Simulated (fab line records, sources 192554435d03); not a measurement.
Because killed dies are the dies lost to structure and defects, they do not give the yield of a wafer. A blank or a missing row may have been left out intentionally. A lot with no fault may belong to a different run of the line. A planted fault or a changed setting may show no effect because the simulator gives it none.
A lot that was struck, set against a sound lot ; flow n5 finfet ; 14 steps out of a route of 1938
Sound: these wafers, L903.1, L903.3, L903.4. Struck: wafer L909.6; the same lot's L909.2 was not struck, so it is left out; see the end for the cause.
Per side, at each step with rows, come the tool, then ch with its chambers, and then its first start. Under that, the readings that differ: sound wafers ; struck wafers ; difference of the means ; sigmas: that difference in standard deviations of wafers without a fault.
alike: readings with means less than 2 such deviations apart, plus words and numbers identical on both sides. not compared: withheld readings, readings lacking a value on some wafer, bounds such as >300 that could conceal the same value, and numbers that have no deviation in the record and whose values overlap.
A row with sigmas, a row that says differs or no value, or rows on one side alone: a step with any of these is where the two part. Numbers that have no deviation but don't overlap get no sigmas and don't part them. A reading that every wafer of one side lacks parts them only if that side has two wafers or more.

first, 4 steps without rows for these wafers: N5_BEOL_M8_SOFTBAKE_06 (time 60 s); N5_BEOL_M8_EXPOSE_08 (exposes mask M8); N5_BEOL_M8_PEB_09 (peb time 60 s); N5_BEOL_M8_DEVELOP_10 (develop time 30 s).
N5_BEOL_M8_CD_MEAS_11 targets a cd of 38.5 nm.
  sound on cd sem-03 ch 0, day 13 08:41; struck on cd sem-02 ch 0, day 14 19:23
reading;sound;struck;difference;sigmas
cd nm (nm);38.7 39.2 38.5;37.9;-0.9;-2
N5_BEOL_M8_OVL_MEAS_12:
  sound on overlay-01 ch 0, day 13 08:43; struck on overlay-01 ch 0, day 14 19:25
  alike: M8_OVL
N5_BEOL_M8_INSPECT_13: inspects for defects (brightfield).
  sound: defect inspect-02 at day 13 08:44; struck: defect inspect-02 at day 14 19:26
  alike: raw defect count
N5_BEOL_M8_DESCUM_16: chemistry O2, time 7.9 s.
  sound on rie diel-06 ch 0,1,3, day 13 08:46; struck on rie diel-06 ch 0, day 14 19:28
  alike: drypump motor current A, oes product au, rf vpp V, showerhead plenum p Torr, throttle valve pct
  not compared: rf hours counter h
N5_BEOL_M8_ETCH_61: etches SiARC in CF4, target depth 45.5 nm, time 75.8 s.
  sound on rie diel-06 ch 0,1,3, day 13 08:48; struck on rie diel-06 ch 0, day 14 19:30
  alike: drypump motor current A, etch rf on time s, oes product au, rf vpp V, showerhead plenum p Torr, throttle valve pct
  not compared: rf hours counter h
N5_BEOL_M8_ETCH_62: etches SOC in N2/H2, target depth 110 nm, overetch 22 nm, time 165 s.
  sound on rie diel-06 ch 0,1,3, day 13 08:52; struck on rie diel-06 ch 0, day 14 19:33
  alike: drypump motor current A, oes product au, rf vpp V, showerhead plenum p Torr, throttle valve pct
  not compared: rf hours counter h
then, 1 step without rows for these wafers: N5_BEOL_M8_STRIP_68 (strips in N2/H2).
N5_BEOL_M8_STRIP_67: strips in CF4.
  sound on rie diel-06 ch 0,1,3, day 13 09:00; struck on rie diel-06 ch 0, day 14 20:19
  alike: drypump motor current A, oes product au, rf vpp V, showerhead plenum p Torr, throttle valve pct
  not compared: rf hours counter h
N5_BEOL_M8_HM_OPEN_17: chemistry Cl2/BCl3, target TiN, target depth 20 nm, overetch 6 nm.
  sound on rie metal-01 ch 0,1, day 13 09:03; struck on rie metal-01 ch 0, day 14 20:21
reading;sound;struck;difference;sigmas
model.SOC_of_BEOL_M8_COAT_59.thk nm (nm);92.2 92 92;87.2;-4.9;
  alike: drypump motor current A, oes product au, throttle valve pct
  not compared: rf hours counter h
N5_BEOL_M8_STRIP_19: strips in O2.
  sound on rie diel-03 ch 0,1, day 13 09:10; struck on rie diel-03 ch 3, day 14 20:28
reading;sound;struck;difference;sigmas
drypump motor current A (A);5.8 6.0 5.8;5.1;-0.8;-2
  alike: oes product au, rf vpp V, showerhead plenum p Torr, throttle valve pct
  not compared: rf hours counter h

## WHERE THEY PART
Earliest at N5_BEOL_M8_CD_MEAS_11; latest, in this record, at N5_BEOL_M8_STRIP_19.

WHY: the cause the simulator had injected
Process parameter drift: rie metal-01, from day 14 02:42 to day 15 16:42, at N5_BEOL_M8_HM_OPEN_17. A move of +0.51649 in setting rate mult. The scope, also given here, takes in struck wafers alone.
